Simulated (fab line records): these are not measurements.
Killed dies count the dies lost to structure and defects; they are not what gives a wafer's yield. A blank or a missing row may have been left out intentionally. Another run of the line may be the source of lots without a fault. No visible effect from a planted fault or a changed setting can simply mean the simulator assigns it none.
Split-lot experiment    flow n5 finfet    on a route of 1938 steps: 7 lots, 21 wafers read

ON THE SPLIT
At N5_BEOL_M4_EXPOSE_25 (exposes mask V3, defocus 5 nm), the setting dose mj was moved away from the recipe's 63 on 6 of the 21 wafers read, by -6.6% to +6.6%. All remaining wafers had this setting at the recipe value.

FROM THE SPLIT TO THE READING: what the file shows between them, 2 steps
- N5_BEOL_M4_PEB_26: peb time 60 s
- N5_BEOL_M4_DEVELOP_27: develop time 30 s

THE READING
cd nm, in nm, at N5_BEOL_M4_CD_MEAS_28 (target cd 26.2 nm, target cd y 24.1 nm). Fault-free wafers of this fab line usually give 26.16 nm, standard deviation 0.23 nm.

wafer   tool, chamber at the split  dose mj as run  against the recipe  cd nm, nm  against lot-mates on the recipe
L077.3  euv scanner-02, 0           67.14           +6.6%               27.58      +1.20
L077.4  euv scanner-02, 0           63              recipe              26.27      -
L077.5  euv scanner-02, 0           63              recipe              26.48      -
L079.1  euv scanner-02, 0           60.35           -4.2%               25.19      -0.93
L079.3  euv scanner-02, 0           63              recipe              26.12      -
L079.5  euv scanner-02, 0           60.35           -4.2%               25.25      -0.87
L080.2  euv scanner-02, 0           63              recipe              26.16      -
L080.5  euv scanner-02, 0           63              recipe              26.54      -
L080.6  euv scanner-02, 0           63              recipe              26.27      -
L085.1  euv scanner-01, 0           61.12           -3.0%               25.77      -0.23
L085.5  euv scanner-01, 0           63              recipe              25.96      -
L085.6  euv scanner-01, 0           63              recipe              26.03      -
L088.2  euv scanner-02, 0           66.4            +5.4%               26.90      +1.02
L088.3  euv scanner-02, 0           63              recipe              25.66      -
L088.6  euv scanner-02, 0           63              recipe              26.10      -
L092.1  euv scanner-01, 0           63              recipe              26.26      -
L092.2  euv scanner-01, 0           63              recipe              26.42      -
L092.3  euv scanner-01, 0           58.83           -6.6%               24.82      -1.52
L095.1  euv scanner-01, 0           63              recipe              26.12      -
L095.3  euv scanner-01, 0           63              recipe              26.58      -
L095.6  euv scanner-01, 0           63              recipe              26.67      -

FIT RESULTS
A straight line over all 21 wafers: cd nm changes by +0.197 nm for each +1% of dose mj; r = +0.91; the points scatter about the line by 0.26 nm.
The same after taking each lot's own level away (the mean of its wafers on the recipe; 21 wafers): +0.198 nm for each +1%; r = +0.96; scatter 0.18 nm.
That fit puts the effect of the largest move of dose mj on the reading at 1.3 nm.
From 25.880 to 26.457 nm: that is the span of the lots' own levels, equal to 2.5 times the standard deviation above.
Consequently the slope shifts little with the lot-to-lot level, the two slopes agreeing.
Check: for one of the wafers moved furthest among these (-6.6%), held out of the fit, the line's prediction against its lot-mates is -1.23 nm. Against them it came out at -1.52 nm.

ADDITIONAL SPLITS CARRIED BY THESE WAFERS
These wafers also went through other splits before the reading. Each is held against what the fit with the lots' levels taken away leaves over:
other split on the same wafers  wafers away from the commonest value  r with cd nm (lot level and that fit taken away)
N5_BEOL_M3_COAT_22 spin rpm     4                                     +0.13
N5_BEOL_M4_COAT_22 spin rpm     8                                     +0.37

THE FILE'S OWN FIT
cd nm changes by +0.196 nm for each +1% of dose mj, r = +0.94.
